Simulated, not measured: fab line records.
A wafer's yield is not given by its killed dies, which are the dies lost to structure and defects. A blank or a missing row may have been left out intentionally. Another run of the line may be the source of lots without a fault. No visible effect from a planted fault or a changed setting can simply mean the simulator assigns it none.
Split-lot trial :: flow n5_finfet :: 21 wafers read from 7 lots, route of 1938 steps

## THE SPLIT ITSELF
At N5_BEOL_M9_TRENCH_ETCH_37 (etches SiCOH lowk in C4F6/O2, target depth 151.43 nm, time 49 s), the setting time_s was moved away from the recipe's 49 s on 8 of the 21 wafers read, by -16.0% to +18.1%. All remaining wafers had this setting at the recipe value.

## FROM THE SPLIT TO THE READING: what the file shows between them, 11 steps
- N5_BEOL_M9_ETCH_41: etches SiCN in CH3F/O2, target depth 36.6 nm, time 70.1 s
- N5_BEOL_M9_STRIP_80: strips in N2/H2, time 10 s
- N5_BEOL_M9_OCD_MEAS_38
- N5_BEOL_M9_HM_STRIP_39: strips TiN in peroxide tin strip, target depth 25 nm, time 158 s
- N5_BEOL_M9_SRD_40: time 30 s
- N5_BEOL_M9_ECD_50: material Cu, target thk 318 nm
- N5_BEOL_M9_ANNEAL_51: time 90 s
- N5_BEOL_M9_CMP_52: polishes, stops on SiCOH lowk, t overpolish 7 s, target thk 140 nm
- N5_BEOL_M9_THK_MEAS_53: measures by xrf
- N5_BEOL_M9_PRE_CLEAN_55: time 15 s
- N5_BEOL_M9_DEP_56: deposits SiCN from 3MS/NH3, target thk 15 nm, time 26.5 s

## THE READING
M9_RS, in ohm/sq, at N5_BEOL_M9_RS_MEAS_57 (measures by four-point-probe). A value of 0.152 ohm/sq with a standard deviation of 0.0032 ohm/sq is what fault-free wafers of this fab line usually give.

wafer: L075.4
tool, chamber at the split: rie_diel-02, 3
time_s as run, s: 49
against the recipe: recipe
M9_RS, ohm/sq: 0.146
against lot-mates on the recipe: -

wafer: L075.5
tool, chamber at the split: rie_diel-02, 1
time_s as run, s: 45.94
against the recipe: -6.2%
M9_RS, ohm/sq: 0.167
against lot-mates on the recipe: +0.021

wafer: L075.6
tool, chamber at the split: rie_diel-02, 0
time_s as run, s: 45.94
against the recipe: -6.2%
M9_RS, ohm/sq: 0.161
against lot-mates on the recipe: +0.015

wafer: L079.2
tool, chamber at the split: rie_diel-06, 1
time_s as run, s: 49
against the recipe: recipe
M9_RS, ohm/sq: 0.156
against lot-mates on the recipe: -

wafer: L079.3
tool, chamber at the split: rie_diel-06, 2
time_s as run, s: 45.25
against the recipe: -7.7%
M9_RS, ohm/sq: 0.173
against lot-mates on the recipe: +0.020

wafer: L079.4
tool, chamber at the split: rie_diel-06, 3
time_s as run, s: 49
against the recipe: recipe
M9_RS, ohm/sq: 0.150
against lot-mates on the recipe: -

wafer: L083.3
tool, chamber at the split: rie_diel-06, 2
time_s as run, s: 46.14
against the recipe: -5.8%
M9_RS, ohm/sq: 0.164
against lot-mates on the recipe: +0.011

wafer: L083.5
tool, chamber at the split: rie_diel-06, 2
time_s as run, s: 49
against the recipe: recipe
M9_RS, ohm/sq: 0.153
against lot-mates on the recipe: -

wafer: L083.6
tool, chamber at the split: rie_diel-06, 1
time_s as run, s: 49
against the recipe: recipe
M9_RS, ohm/sq: 0.153
against lot-mates on the recipe: -

wafer: L082.1
tool, chamber at the split: rie_diel-06, 0
time_s as run, s: 49
against the recipe: recipe
M9_RS, ohm/sq: 0.150
against lot-mates on the recipe: -

wafer: L082.3
tool, chamber at the split: rie_diel-06, 2
time_s as run, s: 49
against the recipe: recipe
M9_RS, ohm/sq: 0.151
against lot-mates on the recipe: -

wafer: L082.4
tool, chamber at the split: rie_diel-06, 1
time_s as run, s: 41.14
against the recipe: -16.0%
M9_RS, ohm/sq: 0.190
against lot-mates on the recipe: +0.040

wafer: L086.1
tool, chamber at the split: rie_diel-02, 0
time_s as run, s: 49
against the recipe: recipe
M9_RS, ohm/sq: 0.150
against lot-mates on the recipe: -

wafer: L086.3
tool, chamber at the split: rie_diel-02, 1
time_s as run, s: 49
against the recipe: recipe
M9_RS, ohm/sq: 0.152
against lot-mates on the recipe: -

wafer: L086.5
tool, chamber at the split: rie_diel-02, 2
time_s as run, s: 49
against the recipe: recipe
M9_RS, ohm/sq: 0.153
against lot-mates on the recipe: -

wafer: L092.1
tool, chamber at the split: rie_diel-02, 0
time_s as run, s: 55.75
against the recipe: +13.8%
M9_RS, ohm/sq: 0.127
against lot-mates on the recipe: -0.027

wafer: L092.3
tool, chamber at the split: rie_diel-02, 1
time_s as run, s: 49
against the recipe: recipe
M9_RS, ohm/sq: 0.154
against lot-mates on the recipe: -

wafer: L092.4
tool, chamber at the split: rie_diel-02, 2
time_s as run, s: 49
against the recipe: recipe
M9_RS, ohm/sq: 0.154
against lot-mates on the recipe: -

wafer: L094.1
tool, chamber at the split: rie_diel-02, 3
time_s as run, s: 57.89
against the recipe: +18.1%
M9_RS, ohm/sq: 0.122
against lot-mates on the recipe: -0.034

wafer: L094.4
tool, chamber at the split: rie_diel-02, 1
time_s as run, s: 49
against the recipe: recipe
M9_RS, ohm/sq: 0.156
against lot-mates on the recipe: -

wafer: L094.6
tool, chamber at the split: rie_diel-02, 2
time_s as run, s: 57.89
against the recipe: +18.1%
M9_RS, ohm/sq: 0.127
against lot-mates on the recipe: -0.029

FIT RESULTS
A straight line over all 21 wafers: M9_RS changes by -0.00184 ohm/sq for each +1% of time_s; r = -0.97; the points scatter about the line by 0.0037 ohm/sq.
The same after taking each lot's own level away (the mean of its wafers on the recipe; 21 wafers): -0.00204 ohm/sq for each +1%; r = -0.98; scatter 0.0031 ohm/sq.
That fit puts the effect of the largest move of time_s on the reading at 0.037 ohm/sq.
From 0.1460 to 0.1560 ohm/sq: that is the span of the lots' own levels, equal to 3.1 times the standard deviation above.
The two slopes agree, so the slope changes little with the lot-to-lot level.
Check: with one of the wafers moved furthest among these (+18.1%) left out of the fit, the line predicts -0.0361 ohm/sq for it against its lot-mates. It came out at -0.034 ohm/sq against them.

## ADDITIONAL SPLITS CARRIED BY THESE WAFERS
Note: prior to the reading, these wafers also went through further splits. Each is held against what the fit with the lots' levels taken away leaves over:
other split on the same wafers: N5_BEOL_M7_TRENCH_ETCH_37 source_w
wafers away from the commonest value: 6
r with M9_RS (lot level and that fit taken away): -0.27

other split on the same wafers: N5_BEOL_M8_ETCH_61 bias_w
wafers away from the commonest value: 4
r with M9_RS (lot level and that fit taken away): +0.09

other split on the same wafers: N5_BEOL_M8_COAT_71 spin_rpm
wafers away from the commonest value: 6
r with M9_RS (lot level and that fit taken away): +0.12

## THE WHOLE CHAIN: every reading that the file lists as answering this split, in the file's order
step: N5_BEOL_M9_TRENCH_ETCH_37
what it does: etches SiCOH lowk in C4F6/O2, target depth 151.43 nm, time 49 s
reading: BEOL_M9.feature_depth_nm (the simulator's own value, which no gauge read)
change (the file's fit): +1.75 nm for each +1% of the setting
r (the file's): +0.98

step: N5_BEOL_M9_TRENCH_ETCH_37
what it does: etches SiCOH lowk in C4F6/O2, target depth 151.43 nm, time 49 s
reading: etch.depth_nm (the simulator's own value, which no gauge read)
change (the file's fit): +1.75 nm for each +1% of the setting
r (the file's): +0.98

step: N5_BEOL_M9_TRENCH_ETCH_37
what it does: etches SiCOH lowk in C4F6/O2, target depth 151.43 nm, time 49 s
reading: TiN_of_BEOL_M9_HM_DEP_02.thk_nm (the simulator's own value, which no gauge read)
change (the file's fit): -0.0547 nm for each +1% of the setting
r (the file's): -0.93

step: N5_BEOL_M9_OCD_MEAS_38
what it does: 
reading: trench_depth_nm
change (the file's fit): +1.74 nm for each +1% of the setting
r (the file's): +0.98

step: N5_BEOL_M9_CMP_52
what it does: polishes, stops on SiCOH lowk, t overpolish 7 s, target thk 140 nm
reading: Cu_of_BEOL_M9_ECD_50.thk_nm (the simulator's own value, which no gauge read)
change (the file's fit): +1.77 nm for each +1% of the setting
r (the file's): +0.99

step: N5_BEOL_M9_THK_MEAS_53
what it does: measures by xrf
reading: M9_THK
change (the file's fit): +1.82 for each +1% of the setting
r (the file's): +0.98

step: N5_BEOL_M9_RS_MEAS_57
what it does: measures by four-point-probe
reading: M9_RS
change (the file's fit): -0.00211 for each +1% of the setting
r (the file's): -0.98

## THE FILE'S OWN FIT
M9_RS changes by -0.00211 ohm/sq for each +1% of time_s, r = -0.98.
